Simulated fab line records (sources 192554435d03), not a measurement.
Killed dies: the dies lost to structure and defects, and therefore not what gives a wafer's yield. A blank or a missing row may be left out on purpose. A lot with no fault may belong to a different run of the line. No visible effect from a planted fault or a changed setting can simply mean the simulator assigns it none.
Split-lot experiment / flow n5 finfet / 36 wafers read across 7 lots, on a route 1938 steps long

== SPLIT DETAILS ==
At N5_BEOL_M13_TRENCH_ETCH_34 (etches SiOC in C4F8/O2/Ar, target depth 413.47 nm, time 162.6 s), the setting target depth a was moved away from the recipe's 4134.7 angstrom on 14 of the 36 wafers read, by +23.2% to +50.1%. All remaining wafers had this setting at the recipe value.

== FROM THE SPLIT TO THE READING: what the file shows between them, 10 steps ==
- N5_BEOL_M13_STRIP_70: strips in C4F8/O2/Ar
- N5_BEOL_M13_OCD_MEAS_35
- N5_BEOL_M13_STRIP_37: strips in N2/H2
- N5_BEOL_M13_ETCH_38: etches SiCN in CF4/N2, target depth 67.5 nm, time 71.9 s
- N5_BEOL_M13_ECD_47: material Cu, target thk 936 nm
- N5_BEOL_M13_ANNEAL_48: time 90 s
- N5_BEOL_M13_CMP_49: polishes, stops on SiOC, t overpolish 17.1 s, target thk 420 nm
- N5_BEOL_M13_THK_MEAS_50: measures by xrf
- N5_BEOL_M13_PRE_CLEAN_52: time 15 s
- N5_BEOL_M13_DEP_53: deposits SiCN from 3MS/NH3, target thk 50 nm, time 17.8 s

== THE READING ==
M13_RS (ohm/sq), read at N5_BEOL_M13_RS_MEAS_54 with a four-point probe. Typical for fault-free wafers on this fab line: 0.0447 ohm/sq, with standard deviation 0.00072 ohm/sq.

wafer=L078.1; tool, chamber at the split=rie diel-04, 2; target depth a as run, angstrom=5094; against the recipe=+23.2%; M13_RS, ohm/sq=0.0370; against lot-mates on the recipe=-0.0087
wafer=L078.2; tool, chamber at the split=rie diel-04, 1; target depth a as run, angstrom=4134.7; against the recipe=recipe; M13_RS, ohm/sq=0.0457; against lot-mates on the recipe=-
wafer=L078.3; tool, chamber at the split=rie diel-04, 0; target depth a as run, angstrom=4134.7; against the recipe=recipe; M13_RS, ohm/sq=0.0454; against lot-mates on the recipe=-
wafer=L078.4; tool, chamber at the split=rie diel-04, 1; target depth a as run, angstrom=5094; against the recipe=+23.2%; M13_RS, ohm/sq=0.0368; against lot-mates on the recipe=-0.0089
wafer=L078.5; tool, chamber at the split=rie diel-04, 2; target depth a as run, angstrom=5094; against the recipe=+23.2%; M13_RS, ohm/sq=0.0369; against lot-mates on the recipe=-0.0088
wafer=L078.6; tool, chamber at the split=rie diel-04, 0; target depth a as run, angstrom=4134.7; against the recipe=recipe; M13_RS, ohm/sq=0.0460; against lot-mates on the recipe=-
wafer=L079.1; tool, chamber at the split=rie diel-01, 2; target depth a as run, angstrom=4134.7; against the recipe=recipe; M13_RS, ohm/sq=0.0442; against lot-mates on the recipe=-
wafer=L079.2; tool, chamber at the split=rie diel-01, 3; target depth a as run, angstrom=4134.7; against the recipe=recipe; M13_RS, ohm/sq=0.0452; against lot-mates on the recipe=-
wafer=L079.3; tool, chamber at the split=rie diel-01, 0; target depth a as run, angstrom=4134.7; against the recipe=recipe; M13_RS, ohm/sq=0.0435; against lot-mates on the recipe=-
wafer=L079.4; tool, chamber at the split=rie diel-01, 1; target depth a as run, angstrom=5430; against the recipe=+31.3%; M13_RS, ohm/sq=0.0336; against lot-mates on the recipe=-0.0107
wafer=L079.5; tool, chamber at the split=rie diel-01, 2; target depth a as run, angstrom=5430; against the recipe=+31.3%; M13_RS, ohm/sq=0.0332; against lot-mates on the recipe=-0.0111
wafer=L079.6; tool, chamber at the split=rie diel-01, 1; target depth a as run, angstrom=5430; against the recipe=+31.3%; M13_RS, ohm/sq=0.0338; against lot-mates on the recipe=-0.0105
wafer=L083.1; tool, chamber at the split=rie diel-01, 3; target depth a as run, angstrom=4134.7; against the recipe=recipe; M13_RS, ohm/sq=0.0449; against lot-mates on the recipe=-
wafer=L083.2; tool, chamber at the split=rie diel-01, 0; target depth a as run, angstrom=6208; against the recipe=+50.1%; M13_RS, ohm/sq=0.0288; against lot-mates on the recipe=-0.0156
wafer=L083.3; tool, chamber at the split=rie diel-01, 1; target depth a as run, angstrom=4134.7; against the recipe=recipe; M13_RS, ohm/sq=0.0443; against lot-mates on the recipe=-
wafer=L083.4; tool, chamber at the split=rie diel-01, 2; target depth a as run, angstrom=4134.7; against the recipe=recipe; M13_RS, ohm/sq=0.0439; against lot-mates on the recipe=-
wafer=L083.5; tool, chamber at the split=rie diel-01, 1; target depth a as run, angstrom=6208; against the recipe=+50.1%; M13_RS, ohm/sq=0.0294; against lot-mates on the recipe=-0.0150
wafer=L083.6; tool, chamber at the split=rie diel-01, 2; target depth a as run, angstrom=6208; against the recipe=+50.1%; M13_RS, ohm/sq=0.0292; against lot-mates on the recipe=-0.0152
wafer=L082.1; tool, chamber at the split=rie diel-04, 1; target depth a as run, angstrom=4134.7; against the recipe=recipe; M13_RS, ohm/sq=0.0452; against lot-mates on the recipe=-
wafer=L082.2; tool, chamber at the split=rie diel-04, 3; target depth a as run, angstrom=4134.7; against the recipe=recipe; M13_RS, ohm/sq=0.0441; against lot-mates on the recipe=-
wafer=L082.3; tool, chamber at the split=rie diel-04, 0; target depth a as run, angstrom=4134.7; against the recipe=recipe; M13_RS, ohm/sq=0.0457; against lot-mates on the recipe=-
wafer=L082.4; tool, chamber at the split=rie diel-04, 2; target depth a as run, angstrom=4134.7; against the recipe=recipe; M13_RS, ohm/sq=0.0454; against lot-mates on the recipe=-
wafer=L082.5; tool, chamber at the split=rie diel-04, 3; target depth a as run, angstrom=4134.7; against the recipe=recipe; M13_RS, ohm/sq=0.0446; against lot-mates on the recipe=-
wafer=L082.6; tool, chamber at the split=rie diel-04, 2; target depth a as run, angstrom=4134.7; against the recipe=recipe; M13_RS, ohm/sq=0.0453; against lot-mates on the recipe=-
wafer=L087.3; tool, chamber at the split=rie diel-04, 3; target depth a as run, angstrom=4134.7; against the recipe=recipe; M13_RS, ohm/sq=0.0443; against lot-mates on the recipe=-
wafer=L087.5; tool, chamber at the split=rie diel-04, 0; target depth a as run, angstrom=4134.7; against the recipe=recipe; M13_RS, ohm/sq=0.0453; against lot-mates on the recipe=-
wafer=L087.6; tool, chamber at the split=rie diel-04, 3; target depth a as run, angstrom=4134.7; against the recipe=recipe; M13_RS, ohm/sq=0.0442; against lot-mates on the recipe=-
wafer=L094.1; tool, chamber at the split=rie diel-01, 2; target depth a as run, angstrom=4134.7; against the recipe=recipe; M13_RS, ohm/sq=0.0451; against lot-mates on the recipe=-
wafer=L094.4; tool, chamber at the split=rie diel-01, 3; target depth a as run, angstrom=5210; against the recipe=+26.0%; M13_RS, ohm/sq=0.0355; against lot-mates on the recipe=-0.0096
wafer=L094.6; tool, chamber at the split=rie diel-01, 2; target depth a as run, angstrom=5210; against the recipe=+26.0%; M13_RS, ohm/sq=0.0352; against lot-mates on the recipe=-0.0099
wafer=L093.1; tool, chamber at the split=rie diel-05, 1; target depth a as run, angstrom=4134.7; against the recipe=recipe; M13_RS, ohm/sq=0.0449; against lot-mates on the recipe=-
wafer=L093.2; tool, chamber at the split=rie diel-05, 2; target depth a as run, angstrom=6143; against the recipe=+48.6%; M13_RS, ohm/sq=0.0298; against lot-mates on the recipe=-0.0150
wafer=L093.3; tool, chamber at the split=rie diel-05, 3; target depth a as run, angstrom=6143; against the recipe=+48.6%; M13_RS, ohm/sq=0.0301; against lot-mates on the recipe=-0.0147
wafer=L093.4; tool, chamber at the split=rie diel-05, 0; target depth a as run, angstrom=6143; against the recipe=+48.6%; M13_RS, ohm/sq=0.0291; against lot-mates on the recipe=-0.0157
wafer=L093.5; tool, chamber at the split=rie diel-05, 2; target depth a as run, angstrom=4134.7; against the recipe=recipe; M13_RS, ohm/sq=0.0447; against lot-mates on the recipe=-
wafer=L093.6; tool, chamber at the split=rie diel-05, 1; target depth a as run, angstrom=4134.7; against the recipe=recipe; M13_RS, ohm/sq=0.0448; against lot-mates on the recipe=-

THE FIT
A straight line over all 36 wafers: M13_RS changes by -0.000323 ohm/sq for each +1% of target depth a; r = -0.99; the points scatter about the line by 0.00073 ohm/sq.
The same after taking each lot's own level away (the mean of its wafers on the recipe; 36 wafers): -0.000318 ohm/sq for each +1%; r = -0.99; scatter 0.00074 ohm/sq.
The reading moves by 0.016 ohm/sq for the largest change in target depth a, on that fit.
From 0.04430 to 0.04570 ohm/sq: that is the span of the lots' own levels, equal to 1.9 times the standard deviation above.
Consequently the slope shifts little with the lot-to-lot level, the two slopes agreeing.
Check: with one of the wafers moved furthest among these (+50.1%) left out of the fit, the line predicts -0.0162 ohm/sq for it against its lot-mates. It came out at -0.0156 ohm/sq against them.

== FURTHER SPLITS ON THESE WAFERS ==
These wafers also went through other splits before the reading. Each is held against what the fit with the lots' levels taken away leaves over:
other split on the same wafers=N5_BEOL_M10_ILD_DEP_00 target thk a; wafers away from the commonest value=15; r with M13_RS (lot level and that fit taken away)=+0.13
other split on the same wafers=N5_BEOL_M11_ETCH_62 time s; wafers away from the commonest value=9; r with M13_RS (lot level and that fit taken away)=-0.06

== THE WHOLE CHAIN: every reading that the file lists as answering this split, in the file's order ==
step=N5_BEOL_M13_TRENCH_ETCH_34; what it does=etches SiOC in C4F8/O2/Ar, target depth 413.47 nm, time 162.6 s; reading=etch.depth nm (the simulator's own value, which no gauge read); change (the file's fit)=+4.23 nm for each +1% of the setting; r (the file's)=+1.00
step=N5_BEOL_M13_OCD_MEAS_35; what it does=; reading=trench depth nm; change (the file's fit)=+4.24 nm for each +1% of the setting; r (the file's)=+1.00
step=N5_BEOL_M13_CMP_49; what it does=polishes, stops on SiOC, t overpolish 17.1 s, target thk 420 nm; reading=Cu_of_BEOL_M13_ECD_47.thk nm (the simulator's own value, which no gauge read); change (the file's fit)=+4.24 nm for each +1% of the setting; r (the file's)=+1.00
step=N5_BEOL_M13_THK_MEAS_50; what it does=measures by xrf; reading=M13_THK; change (the file's fit)=+4.23 for each +1% of the setting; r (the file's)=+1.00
step=N5_BEOL_M13_RS_MEAS_54; what it does=measures by four-point-probe; reading=M13_RS; change (the file's fit)=-0.000321 for each +1% of the setting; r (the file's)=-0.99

== THE FILE'S OWN FIT ==
M13_RS changes by -0.000321 ohm/sq for each +1% of target depth a, r = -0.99.
